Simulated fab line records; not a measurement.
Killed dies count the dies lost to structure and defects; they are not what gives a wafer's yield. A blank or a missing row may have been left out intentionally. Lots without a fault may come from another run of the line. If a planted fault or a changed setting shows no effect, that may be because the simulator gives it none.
A struck lot beside a sound one -- flow n5_finfet -- 38 out of 1938 route steps
Sound: the wafers L772.3, L772.4, L772.5. Struck: wafer L760.3; the same lot's L760.5 was not struck, so it is left out; see the end for the cause.
At each step with rows: each side's tool, then ch and its chambers, then its first start. Under that, the readings that differ: sound wafers -- struck wafers -- difference of the means -- sigmas: that difference in standard deviations of wafers without a fault.
alike: a reading whose means differ by less than 2 such deviations, as well as words and numbers matching on both sides. not compared: withheld readings; readings where some wafer has no value; bounds like >300 that might hide an equal value; numbers whose values overlap and for which the record gives no deviation.
Wherever a step has rows on one side only, a row that says differs or no value, or a row with sigmas, the two part there. When numbers do not overlap yet have no deviation, they are printed without sigmas and do not part them. Lack of a reading on every wafer of one side parts them only where that side has two or more wafers.

first, 9 steps without rows for these wafers: N5_BEOL_M9_DESCUM_33 (chemistry O2, time 7 s); N5_BEOL_M9_ETCH_76 (etches underlayer in N2/H2, target depth 6.5 nm, time 5.2 s); N5_BEOL_M9_ETCH_65 (etches SiARC in CF4, target depth 15.6 nm, time 26 s); N5_BEOL_M9_ETCH_66 (etches SOC in N2/H2, target depth 80 nm, overetch 16 nm, time 120 s); N5_BEOL_M9_STRIP_69 (strips in N2/H2); N5_BEOL_M9_STRIP_77 (strips in N2/H2); N5_BEOL_M9_VIA_ETCH_34 (etches SiCOH lowk in C4F6/O2, target depth 182.4 nm, time 68.4 s); N5_BEOL_M9_STRIP_73 (strips in C4F6/O2); N5_BEOL_M9_STRIP_36 (strips in N2/H2).
N5_BEOL_M9_TRENCH_ETCH_37: etches SiCOH lowk in C4F6/O2, target depth 151.43 nm, time 49 s.
  sound on rie_diel-02 ch 0,1,3, day 16 06:02; struck on rie_diel-04 ch 3, day 12 20:29
reading,sound,struck,difference,sigmas
rf_vpp_V (V),665 661 668,645,-20,-2
model.etch.depth_nm (nm),157.9 146.1 151.2,121.6,-30.1,
model.BEOL_M9.feature_depth_nm (nm),157.8 146.2 151.2,121.6,-30.1,
model.TiN_of_BEOL_M9_HM_DEP_02.thk_nm (nm),15.6 15.8 15.8,17.2,+1.5,
  alike: C4F6_flow_sccm, O2_flow_sccm, drypump_motor_current_A, oes_product_au, rf_fwd_power_W, showerhead_plenum_p_Torr, throttle_valve_pct
  not compared: rf_hours_counter_h
then, 2 steps without rows for these wafers: N5_BEOL_M9_ETCH_41 (etches SiCN in CH3F/O2, target depth 36.6 nm, time 70.1 s); N5_BEOL_M9_STRIP_80 (strips in N2/H2, time 10 s).
N5_BEOL_M9_OCD_MEAS_38:
  sound: ocd-02 at day 16 06:13; struck: ocd-01 at day 12 20:40
reading,sound,struck,difference,sigmas
trench_depth_nm (nm),158 147 152,121,-31,-10
then, 13 steps without rows for these wafers: N5_BEOL_M9_HM_STRIP_39 (strips TiN in peroxide tin strip, target depth 25 nm, time 158 s); N5_BEOL_M9_SRD_40 (time 30 s); N5_BEOL_M9_PRECLEAN_42 (cleans in residue remover, time 60 s); N5_BEOL_M9_SRD_43 (time 30 s); N5_BEOL_M9_CURE_72 (cures SiCOH lowk, time 120 s); N5_BEOL_M9_DEGAS_44 (time 60 s); N5_BEOL_M9_PRE_CLEAN_45 (time 30 s); N5_BEOL_M9_ALD_74 (deposits TaN, target thk 2 nm, pulse time 2 s, purge time 3 s); N5_BEOL_M9_SURFACE_TREAT_79; N5_BEOL_M9_CVD_78 (deposits Co from CCTBA/H2, target thk 2 nm, time 138.9 s); N5_BEOL_M9_SPUTTER_48 (material Cu, target thk 12 nm, time 2 s); N5_BEOL_M9_ECD_50 (material Cu, target thk 318 nm); N5_BEOL_M9_ANNEAL_51 (time 90 s).
N5_BEOL_M9_CMP_52: polishes, stops on SiCOH lowk, t overpolish 7 s, target thk 140 nm.
  sound on cmp-02 ch 1,2,3, day 16 09:28; struck on cmp-01 ch 1, day 13 00:04
reading,sound,struck,difference,sigmas
model.Cu_of_BEOL_M9_ECD_50.thk_nm (nm),146.2 133.2 138.2,109.2,-30.0,
  alike: motor_current_A, platen_rpm, slurry_flow_ml_min
N5_BEOL_M9_THK_MEAS_53: measures by xrf.
  sound: film_metro-02 at day 16 09:41; struck: film_metro-02 at day 13 00:21
reading,sound,struck,difference,sigmas
M9_THK (nm),147 134 139,111,-29,-8
then, 2 steps without rows for these wafers: N5_BEOL_M9_PRE_CLEAN_55 (time 15 s); N5_BEOL_M9_DEP_56 (deposits SiCN from 3MS/NH3, target thk 15 nm, time 26.5 s).
N5_BEOL_M9_RS_MEAS_57: a four-point-probe measurement.
  sound: film_metro-01 at day 16 09:49; struck: film_metro-01 at day 13 00:29
reading,sound,struck,difference,sigmas
M9_RS (ohm/sq),0.144 0.159 0.153,0.199,+0.047,+11
then, 5 steps without rows for these wafers: N5_BEOL_M10_ILD_DEP_00 (deposits SiCOH lowk from DEMS/porogen, target thk 308.51 nm, time 58 s); N5_BEOL_M10_CURE_71 (cures SiCOH lowk, time 240 s); N5_BEOL_M10_PECVD_70 (deposits SiO2 from TEOS/O2, target thk 20 nm, time 22.7 s); N5_BEOL_M10_HM_DEP_02 (deposits TiN, target thk 20 nm); N5_BEOL_M10_COAT_59 (time 60 s, resist thk 100 nm).
N5_BEOL_M15_RC_MEAS_101:
  sound on prober-01 ch 0, day 17 22:28; struck on prober-02 ch 0, day 14 15:23
reading,sound,struck,difference,sigmas
COMB_M11 (S/m),2e-11 1.7e-11 1.2e-11,9e-12,-7e-12,-2
COMB_M13 (S/m),4e-12 6.5e-12 4.7e-12,8.4e-12,+3.3e-12,+3
COMB_M6_max_site (S/m),2.7e-11 1.8e-11 2.7e-11,4.3e-11,+1.9e-11,+2
SERP_M10 (ohm/um),2.95 2.90 2.90,3.15,+0.23,+3
SERP_M5 (ohm/um),35.7 36.4 36.5,40.6,+4.4,+3
SERP_M9 (ohm/um),2.96 3.22 3.08,4.02,+0.93,+9
SERP_M9_max_site (ohm/um),3.16 3.45 3.16,4.18,+0.92,+9
  alike: COMB_M10, COMB_M10_max_site, COMB_M12, COMB_M14, COMB_M15, COMB_M5, COMB_M5_max_site, COMB_M6, COMB_M7, COMB_M8, COMB_M8_max_site, SERP_M11, SERP_M12, SERP_M13, SERP_M14, SERP_M6, SERP_M6_max_site, SERP_M7, SERP_M8
N5_PASSIVATION_PROBE_49:
  rows exist in the record for the struck wafers here (prober-01, day 15 03:20), but not for the sound ones

WHERE THEY PART
Last at N5_PASSIVATION_PROBE_49 as far as this record goes, first at N5_BEOL_M9_TRENCH_ETCH_37.

WHY: the cause the simulator had injected
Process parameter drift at N5_BEOL_M9_TRENCH_ETCH_37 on rie_diel-04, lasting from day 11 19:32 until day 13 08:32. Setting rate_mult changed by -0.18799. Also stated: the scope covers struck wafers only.
